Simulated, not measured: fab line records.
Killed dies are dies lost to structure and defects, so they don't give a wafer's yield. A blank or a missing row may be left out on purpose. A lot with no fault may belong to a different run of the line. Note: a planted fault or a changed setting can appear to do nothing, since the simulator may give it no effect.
What tool caused it? | flow n5_finfet | 12 lots, 36 wafers sampled, at 1 step of a route of 1938

## WHAT THE GAUGES SHOWED, per wafer
N5_BEOL_M1_INSPECT_30: inspects for defects (brightfield).
lot  | measured     | on                | raw_defect_count
L075 | day 6 10:53  | defect_inspect-02 | 326 407 274
L077 | day 6 20:28  | defect_inspect-01 | 337 318 480
L079 | day 7 09:50  | defect_inspect-01 | 391 521 376
L081 | day 7 23:12  | defect_inspect-01 | 363 501 470
L083 | day 8 10:17  | defect_inspect-02 | 290 270 309
L085 | day 8 21:17  | defect_inspect-02 | 482 373 506
L087 | day 9 09:29  | defect_inspect-02 | 426 478 325
L089 | day 9 21:51  | defect_inspect-01 | 494 635 750
L091 | day 10 06:19 | defect_inspect-01 | 483 446 359
L092 | day 11 11:08 | defect_inspect-02 | 267 405 308
L095 | day 11 14:37 | defect_inspect-01 | 504 560 558
L097 | day 12 03:56 | defect_inspect-02 | 356 470 493

## EACH LOT AND THE TOOL THAT RAN IT (in order: tool; ch and the chambers of the sampled wafers; start)
The record shows no process step preceding these readings.

## THE ANSWER, worked out from the rows above alone
Rule: what is usual is taken from the lots themselves. The widest of any qualifying gaps counts: lots, ordered by their means at a reading, are off when they make up no more than a third of the lots, leave a main group of 4 or more, and stand apart from it by 3 or more times the standard deviation of that group's means. A main group is skipped when, at the precision printed for the reading in the tables above, its means are all equal. Also off: a lot with no number at a reading for which 4 or more lots have one. All remaining lots with rows at the step are treated as sound.
Nothing can be told from this: no lot is off at any reading shown.

## WHAT WAS PUT IN BY THE SIMULATOR
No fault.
